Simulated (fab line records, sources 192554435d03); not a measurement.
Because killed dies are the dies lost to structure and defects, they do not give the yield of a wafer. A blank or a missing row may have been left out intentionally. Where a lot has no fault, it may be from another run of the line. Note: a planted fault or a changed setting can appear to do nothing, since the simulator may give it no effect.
fab line records | flow n5-finfet
record lots=4 | wafers=12 | last-day=17
route steps=1938 shown BEOL_M9@1450 BEOL_M10@1470 PASSIVATION@1936
lots that met no fault: from a run of the same line without faults
start-h: hours from the record's opening day to when the first of the lot's shown wafers began | wait-h: hours from the lot's prior step to this one | " repeats the value in the row above | L1.1+2: a single row standing in for several wafers | - either no value or no given start | * or withheld: withheld | < > ~ a bound
route shown NAME@n: names a module that has steps shown in the file, with the first one's number in the route | usual: mean/standard deviation of fault-free wafers | same: alike in all rows | chamber/n: place in a boat | sites: each site's reading | _std_site: standard deviation across them | _edge_site: outer sites' mean less inner sites' | radius-mm: how far each site lies from the wafer's centre | mask NAME#n: copy n | behind: tool/chamber where the wafer was last shaped | hold: why the lot was held/for how many hours/how that ended | device: the n, p or np transistor that did not switch | end of line: the route-end tests of the same wafers | a step given without rows: its recipe and nothing more | killed: at the first sort, the dies lost to defects and structure; wafer yield is something else | map: a wafer's dies, x killed, . not, _ none there
set.NAME: setting as actually run; set.NAME@STEP: the setting as run at that earlier step | model.NAME: the simulator's own value behind a step, which no gauge read
lots seen at some steps along the route; tables by step, rows by wafer
## steps
# step N5_BEOL_M9_HM_STRIP_39
# recipe chemistry=peroxide-tin-strip | material=TiN | target-depth-a=250 | temp-c=50 | time-s=158
# step N5_BEOL_M9_SRD_40
# recipe time-s=30 | temp-c=23 | rinse-liquid=diw | dry=ipa-marangoni
# step N5_BEOL_M9_PRECLEAN_42
# recipe chemistry=residue-remover | time-s=60 | temp-c=40
# step N5_BEOL_M9_SRD_43
# recipe time-s=30 | temp-c=23 | rinse-liquid=diw | dry=ipa-marangoni
# step N5_BEOL_M9_CURE_72
# recipe temp-c=370 | time-s=120 | ambient=DMADMS/He | material=SiCOH_lowk
# step N5_BEOL_M9_DEGAS_44
# recipe ambient=vacuum | temp-c=250 | time-s=60
# step N5_BEOL_M9_PRE_CLEAN_45
# recipe gas=H2/He | time-s=30 | temp-c=250
# step N5_BEOL_M9_ALD_74
# recipe material=TaN | target-thk-a=20 | temp-c=275 | ald-precursor-family=PDMAT | ald-co-reactant=NH3 | pressure-torr=3 | carrier-flow-sccm=1500 | pulse-time-s=2 | purge-time-s=3 | co-reactant-purge-time-s=2 | co-reactant-pulse-time-s=3 | ald-cycles=40 | precursor-vessel-temp-c=75 | precursor-vessel-pressure-torr=26.25 | precursor-vessel-carrier-sccm=1000
# step N5_BEOL_M9_SURFACE_TREAT_79
# recipe gas=Ar | time-s=* | ion-energy-ev=* | ion-current-ma-cm2=0.5 | pressure-mtorr=* | ar-flow-sccm=30
# step N5_BEOL_M9_CVD_78
# recipe material=Co | target-thk-a=20 | temp-c=withheld | precursor=CCTBA/H2 | pressure-torr=30 | time-s=138.9
# step N5_BEOL_M9_SPUTTER_48
# recipe material=Cu | target-thk-a=120 | temp-c=-20 | bias-v=60 | power-w=26000 | chamber-pressure-pa=0.13 | time-s=2
# usual throttle-valve-pct=29.9/0.94
lot.wafer | tool           | chamber | start-h | wait-h | throttle-valve-pct
L473.3    | pvd-sputter-01 | -       | 260.88  | 1.6    | 29.9
L473.5    | "              | -       | "       | "      | 30.2
L473.6    | "              | -       | "       | "      | 29.7
L475.2    | pvd-sputter-03 | -       | 272.68  | 0.1    | 30.2
L475.3    | "              | -       | "       | "      | 31.4
L475.4    | "              | -       | "       | "      | 30.6
L482.1    | pvd-sputter-03 | -       | 327.40  | 0.2    | 30.3
L482.2    | "              | -       | "       | "      | 30.8
L482.5    | "              | -       | "       | "      | 30.0
L484.3    | pvd-sputter-03 | -       | 330.93  | 0.2    | 30.0
L484.4    | "              | -       | "       | "      | 29.6
L484.6    | "              | -       | "       | "      | 30.9
# step N5_BEOL_M9_ECD_50
# recipe material=Cu | target-thk-a=3180
# step N5_BEOL_M9_ANNEAL_51
# recipe temp-c=225 | time-s=90 | ambient=N2
# step N5_BEOL_M9_CMP_52
# recipe stop-on=SiCOH_lowk | t-overpolish-s=7 | down-force-psi=1 | platen-rpm=50 | clearing-platen-down-force-psi=1.5 | clearing-platen-rpm=50 | post-cmp-clean=cu-alkaline | target-thk-nm=140 | clearing-platen-pad-velocity-m-s=0.99484 | pad-velocity-m-s=0.99484
# step N5_BEOL_M9_PRE_CLEAN_55
# recipe gas=NH3 | time-s=15 | temp-c=withheld | rf-power-w=300
# step N5_BEOL_M9_DEP_56
# recipe material=SiCN | target-thk-a=150 | temp-c=withheld | precursor=3MS/NH3 | pressure-torr=3 | rf-w=202 | time-s=26.5
# step N5_BEOL_M10_ILD_DEP_00
# recipe material=SiCOH_lowk | target-thk-a=3085.1 | temp-c=300 | precursor=DEMS/porogen | pressure-torr=5 | rf-w=500 | time-s=58
# step N5_BEOL_M10_CURE_71
# recipe temp-c=385 | time-s=240 | ambient=He/Ar | material=SiCOH_lowk
# step N5_BEOL_M10_PECVD_70
# recipe material=SiO2 | target-thk-a=200 | temp-c=400 | precursor=TEOS/O2 | pressure-torr=5.5 | rf-w=450 | teos-flow-sccm=53.8 | gas=O2 | flow-sccm=3000 | time-s=22.7
# step N5_BEOL_M10_HM_DEP_02
# recipe material=TiN | target-thk-a=200 | temp-c=25 | chamber-pressure-pa=0.49996
# step N5_BEOL_M10_COAT_59
# recipe resist=SOC | temp-c=250 | time-s=60 | spin-rpm=1500 | resist-thk-nm=100
# step N5_BEOL_M10_COAT_60
# recipe resist=SiARC | temp-c=220 | time-s=60 | spin-rpm=1500 | resist-thk-nm=30
# step N5_BEOL_M10_COAT_05
# recipe resist=CAR-ArF | spin-rpm=1500 | resist-thk-nm=90
# step N5_BEOL_M10_EBR_07
# recipe solvent=PGMEA | ebr-width-mm=1.5
# step N5_BEOL_M10_SOFTBAKE_06
# recipe temp-c=110 | time-s=60 | resist=CAR-ArF
# step N5_BEOL_M10_EXPOSE_08
# recipe mask-id=M10 | na=1.35 | source-shape=dipole | sigma-inner=0.411 | sigma-outer=0.611 | polarization=te | dose-mj=53.75
# step N5_BEOL_M10_PEB_09
# recipe peb-temp-c=withheld | peb-time-s=60 | resist=CAR-ArF
# step N5_BEOL_M10_DEVELOP_10
# recipe develop-time-s=30 | developer=TMAH | resist=CAR-ArF | rinse-liquid=diw | dry=air-spin | dev-temp-c=23
# step N5_BEOL_M10_DESCUM_16
# recipe chemistry=O2 | time-s=7.9 | source-power-w=50 | bias-power-w=20 | pressure-mtorr=20 | rf-frequency-hz=2.712e+07 | temp-c=40 | resist=CAR-ArF | o2-flow-sccm=225
# step N5_BEOL_M10_ETCH_61
# recipe chemistry=CF4 | target=SiARC | target-depth-a=390 | mask-material=CAR-ArF | time-s=65 | ion-energy-ev=80 | pressure-mtorr=40 | source-w=545 | bias-w=36 | Ar_flow_sccm=100 | cf4-flow-sccm=100 | ends=cleared
# step N5_BEOL_M10_ETCH_62
# recipe chemistry=N2/H2 | target=SOC | target-depth-a=1100 | overetch-a=220 | mask-material=SiARC | temp-c=40 | time-s=165 | ion-energy-ev=200 | pressure-mtorr=30 | source-w=840 | bias-w=150 | n2-flow-sccm=200 | h2-flow-sccm=200
# step N5_BEOL_M10_STRIP_68
# recipe chemistry=N2/H2 | temp-c=40 | n2-flow-sccm=200 | h2-flow-sccm=200 | rf-frequency-hz=6e+07
# step N5_BEOL_M10_STRIP_67
# recipe chemistry=CF4 | resist=SiARC | power-w=300 | bias-power-w=75 | pressure-mtorr=50 | cf4-flow-sccm=150 | rf-frequency-hz=6e+07
# step N5_PASSIVATION_PROBE_49
# usual defect-limited-yield=91.5/1.4 | killed_at_M0_to_M3=32/11 | killed_at_M4_up=12/4.4 | killed-at-contacts=13/6.1 | killed-at-front-end=39/12 | killed-at-other=3.9/3 | killed-dies=100/17 | killed-open=66/12 | killed-short=33/7.4 | sort_bin_5_function=5.0/0.95 | sort_bin_6_memory=3.2/0.66 | sort-n-pass=1079/17 | sort-yield-pct=91.4/1.5
# same gross-dies=1180 | killed-at-back-side=0 | sort_bin_4_leakage[%]=0 | sort_bin_8_speed[%]=0
lot.wafer | tool      | chamber | start-h | wait-h | defect-limited-yield[%] | killed_at_M0_to_M3 | killed_at_M4_up | killed-at-contacts | killed-at-front-end | killed-at-other | killed-dies | killed-open | killed-short | sort_bin_5_function[%] | sort_bin_6_memory[%] | sort-n-pass | sort-yield-pct[%]
L473.3    | prober-01 | -       | 322.74  | 0.1    | 90.6                    | 51                 | 12              | 16                 | 24                  | 8               | 111         | 74          | 36           | 5.6                    | 3.6                  | 1069        | 90.6
L473.5    | prober-01 | -       | 322.84  | 0.2    | 92.2                    | 47                 | 7               | 13                 | 20                  | 5               | 92          | 63          | 27           | 4.4                    | 3.0                  | 1088        | 92.2
L473.6    | prober-01 | -       | 322.89  | 0.3    | 93.7                    | 23                 | 7               | 19                 | 20                  | 5               | 74          | 50          | 23           | 3.6                    | 2.5                  | 1106        | 93.7
L475.2    | prober-02 | -       | 336.40  | 0.1    | 91.3                    | 36                 | 10              | 8                  | 45                  | 4               | 103         | 68          | 35           | 5.0                    | 3.4                  | 1077        | 91.3
L475.3    | prober-02 | -       | 336.45  | 0.1    | 92.5                    | 26                 | 11              | 6                  | 40                  | 5               | 88          | 59          | 25           | 4.4                    | 2.7                  | 1092        | 92.5
L475.4    | prober-02 | -       | 336.50  | 0.2    | 94.1                    | 22                 | 13              | 4                  | 31                  | 0               | 70          | 55          | 15           | 3.5                    | 2.4                  | 1110        | 94.1
L482.1    | prober-01 | -       | 392.11  | 0.0    | 90.6                    | 32                 | 31              | 19                 | 27                  | 2               | 111         | 57          | 37           | 5.6                    | 3.7                  | 1069        | 90.6
L482.2    | prober-01 | -       | 392.16  | 0.1    | 90.8                    | 42                 | 29              | 16                 | 20                  | 2               | 109         | 55          | 33           | 5.0                    | 4.0                  | 1071        | 90.8
L482.5    | prober-01 | -       | 392.31  | 0.2    | 91.4                    | 22                 | 28              | 12                 | 35                  | 4               | 101         | 56          | 33           | 4.8                    | 3.6                  | 1079        | 91.4
L484.3    | prober-01 | -       | 396.11  | 0.1    | 89.7                    | 43                 | 25              | 15                 | 30                  | 8               | 121         | 70          | 38           | 5.8                    | 4.1                  | 1059        | 89.7
L484.4    | prober-01 | -       | 396.16  | 0.2    | 89.5                    | 28                 | 29              | 13                 | 53                  | 1               | 124         | 74          | 30           | 6.9                    | 3.4                  | 1056        | 89.5
L484.6    | prober-01 | -       | 396.26  | 0.3    | 89.2                    | 47                 | 23              | 6                  | 43                  | 8               | 127         | 73          | 38           | 6.6                    | 3.6                  | 1053        | 89.2
# killed by level:class
L473.3 BEOL_M0_SAQP:geometric-particle:short=13 BEOL_M3:geometric-particle:open=12 MOL_CONTACT_COAG:geometric-particle:open=12 BEOL_M0_SAQP:geometric-particle:open=10 BEOL_M2:geometric-particle:open=8 FIN_SAQP:geometric-particle:open=5 STI_FIN_REVEAL:geometric-particle:open=4 MOL_CONTACT_COAG:geometric-particle:short=4
L473.5 BEOL_M0_SAQP:geometric-particle:open=14 BEOL_M2:geometric-particle:open=13 BEOL_M0_SAQP:geometric-particle:short=11 MOL_CONTACT_COAG:geometric-particle:open=9 FIN_SAQP:geometric-particle:open=4 MOL_CONTACT_COAG:geometric-particle:short=4 BEOL_M3:geometric-particle:open=4 FIN_SAQP:geometric-particle:short=3
L473.6 MOL_CONTACT_COAG:geometric-particle:open=14 BEOL_M0_SAQP:geometric-particle:open=8 GATE_CUT:geometric-particle:short=5 MOL_CONTACT_COAG:geometric-particle:short=5 BEOL_M0:geometric-particle:open=5 STI_FIN_REVEAL:geometric-particle:open=4 BEOL_M0_SAQP:geometric-particle:short=4 GATE_CUT:geometric-particle:open=3
L475.2 FIN_SAQP:geometric-particle:open=15 BEOL_M0_SAQP:geometric-particle:short=11 FIN_SAQP:geometric-particle:short=9 MOL_CONTACT_COAG:geometric-particle:open=8 BEOL_M0_SAQP:geometric-particle:open=8 STI_FIN_REVEAL:geometric-particle:open=8 BEOL_M3:geometric-particle:open=8 BEOL_M5:geometric-particle:open=4
L475.3 STI_FIN_REVEAL:geometric-particle:open=14 BEOL_M0_SAQP:geometric-particle:open=11 BEOL_M0_SAQP:geometric-particle:short=9 MOL_CONTACT_COAG:geometric-particle:open=5 FIN_SAQP:geometric-particle:open=4 STARTING-WAFER:geometric-particle:open=4 BEOL_M6:geometric-particle:open=4 DUMMY_GATE:geometric-particle:open=3
L475.4 BEOL_M3:geometric-particle:open=8 GATE_CUT:geometric-particle:open=7 FIN_SAQP:geometric-particle:open=5 GATE_CUT:geometric-particle:short=5 MOL_CONTACT_COAG:geometric-particle:open=4 BEOL_M1:geometric-particle:open=4 BEOL_M5:geometric-particle:open=4 DUMMY_GATE:geometric-particle:open=3
L482.1 BEOL_M9:interface-void-opened=17 MOL_CONTACT_COAG:geometric-particle:open=14 BEOL_M0_SAQP:geometric-particle:short=8 GATE_CUT:geometric-particle:short=6 BEOL_M2:geometric-particle:open=6 BEOL_M4:geometric-particle:open=6 MOL_CONTACT_COAG:geometric-particle:short=5 STI_FIN_REVEAL:geometric-particle:open=4
L482.2 BEOL_M9:interface-void-opened=20 MOL_CONTACT_COAG:geometric-particle:open=12 BEOL_M1:geometric-particle:open=10 BEOL_M0_SAQP:geometric-particle:short=8 BEOL_M0_SAQP:geometric-particle:open=8 GATE_CUT:geometric-particle:open=6 BEOL_M5:geometric-particle:open=5 BEOL_M3:geometric-particle:open=5
L482.5 BEOL_M9:interface-void-opened=11 BEOL_M4:geometric-particle:open=10 MOL_CONTACT_COAG:geometric-particle:open=9 GATE_CUT:geometric-particle:short=8 FIN_SAQP:geometric-particle:short=6 BEOL_M3:geometric-particle:open=6 BEOL_M0_SAQP:geometric-particle:short=6 STI_FIN_REVEAL:geometric-particle:open=5
L484.3 BEOL_M9:interface-void-opened=13 MOL_CONTACT_COAG:geometric-particle:open=11 BEOL_M1:geometric-particle:open=9 STI_FIN_REVEAL:geometric-particle:open=7 BEOL_M2:geometric-particle:open=7 BEOL_M0_SAQP:geometric-particle:short=7 BEOL_M3:geometric-particle:open=7 BEOL_M4:geometric-particle:open=6
L484.4 BEOL_M9:interface-void-opened=18 STI_FIN_REVEAL:geometric-particle:open=17 FIN_SAQP:geometric-particle:open=11 MOL_CONTACT_COAG:geometric-particle:open=10 BEOL_M0_SAQP:geometric-particle:open=7 BEOL_M3:geometric-particle:open=6 FIN_SAQP:geometric-particle:short=5 BEOL_M0:geometric-particle:open=5
L484.6 BEOL_M9:interface-void-opened=16 BEOL_M0_SAQP:geometric-particle:short=13 BEOL_M0_SAQP:geometric-particle:open=12 FIN_SAQP:geometric-particle:open=11 STI_FIN_REVEAL:geometric-particle:open=10 BEOL_M2:geometric-particle:open=8 FIN_SAQP:geometric-particle:short=6 MIM_TOP_ETCH:geometric-particle:open=6
# map L482.1 (x killed, . not)
_________________x.....x.....________________
______________...x......x......._____________
___________......x..x.........x..x.__________
__________x..................x....x._________
________....x.....................x..._______
_______..xx..........x.x............xx.______
______......xx.x.................x......_____
_____.x....................x.x...........____
____..x...................................___
___........................................__
___.............x.x..x................x....__
__x.x......x................................_
__...x.........x.......x..x............x...._
_..x.........x..................x............
_x...x.x...............................x.....
_....x.........................x....x..xx....
_....x.....x.................x.x...x.........
_........................x.....x............x
_...xx.....x.....x................xx.........
_x..........x......................x.........
_......x.x.................x...............x.
__.xx......................................._
__.....x.........................x.........x_
___.......x........x....x.....x............__
___..x..x.......................x....x.....__
____.....x.x...x.....x...x....x....xx.....___
_____.x.xx........x................x.....____
______......x.....................x....._____
_______..................x.........x...______
________............................x._______
__________.........x.....x.........._________
___________.......x................__________
______________.........x.x......_____________
_________________...x..x..x..________________
# map L484.6 (x killed, . not)
_________________.......x.x..________________
______________.....x...xx....x.._____________
___________........................__________
__________.....xxx...x..xx.x.....x.x_________
________........x.....x........x..x..._______
_______..................x.............______
______....xx....................x......._____
_____....x...x.....x..........x.........x____
____.......xx.....................x.......___
___.....x.........x....xx...............x..__
___...x..........xx.x......x...x......x...x__
__.xx..x.................................x.._
__...............................xx........._
_................x....x.......x...x.x.....x..
_.x.........x...x..............x..x.x........
_........x...x....x......................x.x.
_................x...x...x............x......
_..............xx.x........x............x....
_.....x......................................
_....x..................................x....
_....x......x...x.....x..x........x.x.......x
__.........................x................_
__.x..x..........x..................xx......_
___...........x........x....xx.............__
___...................x.x.............x...x__
____x...x.x..........x...........x.x.x..x.___
_____...................x........x.x.....____
______..x..............................x_____
_______....x........xx.................______
________...x............x............._______
__________.........................._________
___________.xx..................x..__________
______________...x.x........x.xx_____________
_________________............________________
## key
first-sign step=N5_PASSIVATION_PROBE_49 | reading=killed_at_M4_up | direction=up | sigmas=3.5 | usual=12 | struck=28
effect none on later readings
met-at N5_BEOL_M9_SPUTTER_48
struck-wafers L482.1,L482.2,L482.5,L484.3,L484.4,L484.6
onset-between 272.68 327.40
also-fits time
fault kind=process-parameter-drift | tool=pvd-sputter-03 | chamber=- | onset-h=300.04 | steps=N5_BEOL_M9_SPUTTER_48 | channel=time-s | offset=* | shape=step | end-h=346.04 | acts-in=* | stated=*
